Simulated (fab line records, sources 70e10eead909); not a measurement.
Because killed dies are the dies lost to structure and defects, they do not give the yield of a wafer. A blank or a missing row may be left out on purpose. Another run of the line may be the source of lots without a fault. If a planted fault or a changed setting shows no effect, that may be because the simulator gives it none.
A struck lot beside a sound one -- flow nand harc -- 15 steps out of a route of 1302
Sound: the wafers L966.3, L966.4, L966.6. Struck: wafers L974.1, L974.2, L974.6. At the end, the cause is stated.
At each step with rows: each side's tool, then ch and its chambers, then its first start. Under that, the readings that differ: sound wafers -- struck wafers -- difference of the means -- sigmas: that difference in standard deviations of wafers without a fault.
alike: readings whose means differ by less than 2 such deviations, and words and numbers that are the same on both sides. not compared: withheld readings, readings that some wafer has no value for, bounds like >300 that may hide the same value, and numbers for which the record gives no deviation and whose values overlap.
The two part at a step that has a row with sigmas, a row that says differs or no value, or rows on one side only. Numbers that have no deviation but don't overlap get no sigmas and don't part them. A reading that every wafer of one side lacks parts them only if that side has two wafers or more.

NHARC_A_DECK1_JOINT_ETCHBACK_07: etches the open film in HBr, target depth 105 nm, time 26.9 s.
  sound on rie si-03 ch 0,1, day 10 22:46; struck on rie si-06 ch 1,3, day 14 05:43
  alike: bias w, drypump motor current A, he backside leak sccm, oes product au, run length s, throttle valve pct
  not compared: rf hours counter h
then, 8 steps without rows for these wafers: NHARC_A_DECK1_JOINT_ETCH_25 (etches SiO2 in dHF, target depth 0.5 nm); NHARC_A_DECK1_JOINT_ETCH_19 (etches poly-Si in TMAH, target depth 3 nm); NHARC_A_DECK1_JOINT_ETCH_18 (etches SiO2 in dHF, target depth 3 nm); NHARC_A_DECK1_JOINT_WET_08 (chemistry H3PO4, time 86 s); NHARC_A_DECK1_JOINT_ETCH_09 (etches SiO2 in dHF, target depth 5 nm); NHARC_A_DECK1_JOINT_WET_10 (chemistry H3PO4, time 86 s); NHARC_A_DECK1_JOINT_ETCH_11 (etches SiO2 in dHF, target depth 35 nm); NHARC_A_DECK1_JOINT_CVD_12 (deposits poly-Si, target thk 90 nm, time 1800 s).
NHARC_A_DECK1_JOINT_CMP_13: polishes, target thk 51.023 nm.
  sound on cmp-04 ch 2,3, day 11 09:03; struck on cmp-01 ch 2,3, day 14 15:49
  alike: motor current A, time to endpoint s
NHARC_A_DECK1_JOINT_THK_MEAS_14: measures by ellipsometry.
  struck on film metro-01, day 14 16:05; sound on film metro-02, day 11 09:18
  alike: thk nm
next, for these wafers, 1 step has no rows: NHARC_A_DECK1_JOINT_SRD_04.
NHARC_A_DECK1_JOINT_ETCHBACK_00: etches the open film in HBr, target depth 30 nm, time 17.4 s.
  sound on rie si-03 ch 0,1,3, day 11 09:26; struck on rie si-05 ch 0,1,2, day 14 16:14
reading,sound,struck,difference,sigmas
bias w (W),60.09 60.14 59.94,- - -,no value on the struck wafers,
run length s (s),38.6 38.9 38.3,34.5 34.4 34.5,-4.1,-12
  alike: drypump motor current A, he backside leak sccm, oes product au, throttle valve pct
  not compared: rf hours counter h
then, 1 step without rows for these wafers: NHARC_A_DECK1_JOINT_PRECLEAN_30 (cleans in SC1).
-- record jumps: 13 days between struck wafers' starts before vs after; left off in module A_DECK1_JOINT, resumes in module END, first step shown is number 1302 of the route --
NHARC_END_SORT_01:
  sound on prober-02 ch 0, day 24 09:17; struck on prober-01 ch 0, day 27 15:11
  alike: killed at array, killed at other, killed at periphery, killed dies, killed open, killed short

WHERE THEY PART
Within this record, at NHARC_A_DECK1_JOINT_ETCHBACK_00 only. Later steps at which nothing parts them and some readings are alike: NHARC_END_SORT_01.

WHY: whatever the simulator had introduced
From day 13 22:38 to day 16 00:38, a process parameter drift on rie si-05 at NHARC_A_DECK1_JOINT_ETCHBACK_00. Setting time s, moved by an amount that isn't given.
